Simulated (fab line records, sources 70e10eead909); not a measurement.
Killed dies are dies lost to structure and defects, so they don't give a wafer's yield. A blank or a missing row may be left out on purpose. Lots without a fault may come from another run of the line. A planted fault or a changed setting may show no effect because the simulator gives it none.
Which tool did it? | flow nand_harc | 12 lots, 36 wafers sampled, at 4 steps of a route of 1302

WHAT THE GAUGES READ, wafer by wafer
The record holds no reading of a measuring or inspecting step that can be judged against a usual standard deviation.

WHICH TOOL RAN EACH LOT (tool, then ch and the chambers of the sampled wafers, then the start)
lot  | NHARC_A_STAIRCASE_DESCUM_312       | NHARC_A_STAIRCASE_ALD_415        | NHARC_A_STAIRCASE_DEP_417       | NHARC_A_STAIRCASE_EXPOSE_438
L688 | rie_diel-01 ch 0,1,3, day 17 11:56 | ald_hk-01 ch 0,2, day 17 13:54   | pecvd-04 ch 1,2, day 17 16:10   | krf_scanner-03 ch 0, day 19 06:20
L690 | rie_diel-01 ch 0,1, day 17 19:50   | ald_hk-02 ch 0,1,2, day 17 23:02 | pecvd-04 ch 0,1,2, day 18 01:26 | krf_scanner-04 ch 0, day 19 18:32
L689 | rie_diel-09 ch 0,1, day 17 21:23   | ald_hk-01 ch 0,2, day 18 03:35   | pecvd-04 ch 1,2, day 18 05:37   | krf_scanner-01 ch 0, day 19 18:40
L692 | rie_diel-01 ch 0,2,3, day 19 08:20 | ald_hk-01 ch 2,3, day 19 10:13   | pecvd-03 ch 0,1, day 19 12:34   | krf_scanner-03 ch 0, day 21 00:19
L698 | rie_diel-09 ch 0,2,3, day 21 07:33 | ald_hk-02 ch 0,2,3, day 21 09:25 | pecvd-04 ch 0,1,2, day 21 11:40 | krf_scanner-03 ch 0, day 22 22:35
L700 | rie_diel-01 ch 1,2, day 22 01:48   | ald_hk-01 ch 0,2,3, day 22 03:55 | pecvd-04 ch 1,2, day 22 06:06   | krf_scanner-03 ch 0, day 23 13:07
L702 | rie_diel-01 ch 0,2, day 23 02:37   | ald_hk-03 ch 1,3, day 23 04:31   | pecvd-04 ch 1,2, day 23 06:46   | krf_scanner-04 ch 0, day 24 19:48
L705 | rie_diel-04 ch 0,2, day 24 07:38   | ald_hk-01 ch 1,2,3, day 24 09:49 | pecvd-02 ch 1,2, day 24 11:56   | krf_scanner-01 ch 0, day 25 23:53
L707 | rie_diel-09 ch 0,1, day 25 01:41   | ald_hk-02 ch 0,1, day 25 04:17   | pecvd-03 ch 0,1,2, day 25 06:21 | krf_scanner-04 ch 0, day 26 17:56
L708 | rie_diel-09 ch 0,2,3, day 25 17:21 | ald_hk-02 ch 0,2,3, day 25 19:50 | pecvd-04 ch 0,1, day 25 21:39   | krf_scanner-04 ch 0, day 27 10:08
L709 | rie_diel-01 ch 0,1, day 25 22:02   | ald_hk-02 ch 0,2,3, day 25 23:53 | pecvd-03 ch 0,1,2, day 26 02:10 | krf_scanner-01 ch 0, day 27 20:31
L710 | rie_diel-01 ch 0,2,3, day 26 00:08 | ald_hk-03 ch 0,1,2, day 26 02:13 | pecvd-04 ch 0,1,2, day 26 04:15 | krf_scanner-04 ch 0, day 27 20:40
- NHARC_A_STAIRCASE_DESCUM_312: chemistry O2, time 3 s.
- NHARC_A_STAIRCASE_ALD_415: deposits SiO2, target thk 30 nm, pulse time 6 s, ald cycles 300.
- NHARC_A_STAIRCASE_DEP_417: deposits Si3N4, target thk 60 nm.
- NHARC_A_STAIRCASE_EXPOSE_438: exposes mask STAIR REV.

WHAT THE TOOLS THEMSELVES READ (means of the sampled wafers that have a number; where no wafer has one, the mark that the record gives instead)
NHARC_A_STAIRCASE_DESCUM_312. Usual: drypump_motor_current_A 5.6 A, standard deviation 0.42; oes_product_au 0.998 a.u., standard deviation 0.0084; rf_vpp_V 57.7 V, standard deviation 0.9; showerhead_plenum_p_Torr 1.90 Torr, standard deviation 0.093; throttle_valve_pct 11.310 %, standard deviation 0.0087.
lot  | tool        | drypump_motor_current_A (A) | oes_product_au (a.u.) | rf_vpp_V (V) | showerhead_plenum_p_Torr (Torr) | throttle_valve_pct (%) | flag
L688 | rie_diel-01 | 5.8                         | 0.996                 | 57.6         | 1.80                            | 11.309                 |
L690 | rie_diel-01 | 5.4                         | 0.992                 | 56.7         | 1.79                            | 11.310                 |
L689 | rie_diel-09 | 5.3                         | 1.001                 | 57.6         | 1.92                            | 11.306                 |
L692 | rie_diel-01 | 5.9                         | 0.992                 | 57.4         | 1.85                            | 11.323                 |
L698 | rie_diel-09 | 5.3                         | 0.998                 | 57.4         | 1.90                            | 11.306                 |
L700 | rie_diel-01 | 5.3                         | 0.993                 | 57.0         | 1.84                            | 11.307                 |
L702 | rie_diel-01 | 5.7                         | 0.995                 | 57.4         | 1.83                            | 11.314                 |
L705 | rie_diel-04 | 5.4                         | 0.989                 | 58.6         | 1.91                            | 11.310                 |
L707 | rie_diel-09 | 5.3                         | 1.012                 | 58.9         | 1.94                            | 11.308                 |
L708 | rie_diel-09 | 5.3                         | 1.004                 | 57.7         | 1.89                            | 11.316                 |
L709 | rie_diel-01 | 5.4                         | 0.994                 | 58.0         | 1.87                            | 11.308                 |
L710 | rie_diel-01 | 5.9                         | 0.992                 | 57.6         | 1.93                            | 11.315                 |

NHARC_A_STAIRCASE_ALD_415. Usual: heater_power_w 454 W, standard deviation 52; precursor_pulse_height_rel 1.001, standard deviation 0.02.
lot  | tool      | heater_power_w (W) | precursor_pulse_height_rel | flag
L688 | ald_hk-01 | 497                | 1.003                      |
L690 | ald_hk-02 | 452                | 1.015                      |
L689 | ald_hk-01 | 496                | 0.998                      |
L692 | ald_hk-01 | 475                | 0.994                      |
L698 | ald_hk-02 | 451                | 1.001                      |
L700 | ald_hk-01 | 460                | 0.990                      |
L702 | ald_hk-03 | 458                | 1.007                      |
L705 | ald_hk-01 | 454                | 1.001                      |
L707 | ald_hk-02 | 443                | 0.995                      |
L708 | ald_hk-02 | 442                | 1.034                      |
L709 | ald_hk-02 | 444                | 0.995                      |
L710 | ald_hk-03 | 523                | 0.991                      |

NHARC_A_STAIRCASE_DEP_417. Usual: heater_power_w 666 W, standard deviation 89.
lot  | tool     | heater_power_w (W) | flag
L688 | pecvd-04 | 717                |
L690 | pecvd-04 | 650                |
L689 | pecvd-04 | 631                |
L692 | pecvd-03 | 665                |
L698 | pecvd-04 | 682                |
L700 | pecvd-04 | 666                |
L702 | pecvd-04 | 573                |
L705 | pecvd-02 | 604                |
L707 | pecvd-03 | 706                |
L708 | pecvd-04 | 686                |
L709 | pecvd-03 | 698                |
L710 | pecvd-04 | 645                |

NHARC_A_STAIRCASE_EXPOSE_438. Usual: exposure_dose_mJ_cm2 28.970, standard deviation 0.03.
lot  | tool           | exposure_dose_mJ_cm2 | flag
L688 | krf_scanner-03 | 28.990               |
L690 | krf_scanner-04 | 28.966               |
L689 | krf_scanner-01 | 28.967               |
L692 | krf_scanner-03 | 28.991               |
L698 | krf_scanner-03 | 43.915               | OFF
L700 | krf_scanner-03 | 43.934               | OFF
L702 | krf_scanner-04 | 28.998               |
L705 | krf_scanner-01 | 28.958               |
L707 | krf_scanner-04 | 28.969               |
L708 | krf_scanner-04 | 28.958               |
L709 | krf_scanner-01 | 28.966               |
L710 | krf_scanner-04 | 28.975               |

THE ANSWER, worked out from the rows above alone
Rule: a lot is off if the mean of its wafers that have a number lies more than 3 standard deviations from the usual mean. A lot without any number at a reading at which 4 lots or more have one is off too. The other lots that the step has rows for count as sound. The gauges are gone through in route order, then the tools' own readings, and for those a lot's mean is taken as printed above. The first step at which some lot is off is used, and at that step the reading that is off furthest; a lot without a number counts as furthest.
Off: L698, L700, at NHARC_A_STAIRCASE_EXPOSE_438 (exposure_dose_mJ_cm2).
A tool fits if, at that step or a process step before it, it ran every lot that is off, and no sound lot after the first of them. One fits: krf_scanner-03 at NHARC_A_STAIRCASE_EXPOSE_438. Its last sound lot is L692 (day 21 00:19), its first lot that is off L698 (day 22 22:35): a fault that began between those two fits.
The tool's own readings at NHARC_A_STAIRCASE_EXPOSE_438 bear it out: on the lots that are off they differ by more than 5 times the standard deviation of the sound lots' means. exposure_dose_mJ_cm2 reads 43.924 there against 28.974 on the sound lots.

WHAT THE SIMULATOR HAD PUT IN
Process parameter drift: krf_scanner-03, from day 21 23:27 on, at NHARC_A_STAIRCASE_EXPOSE_438. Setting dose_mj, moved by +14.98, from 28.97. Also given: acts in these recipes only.
Lots struck among those shown: L698, L700. The rule above found the same.
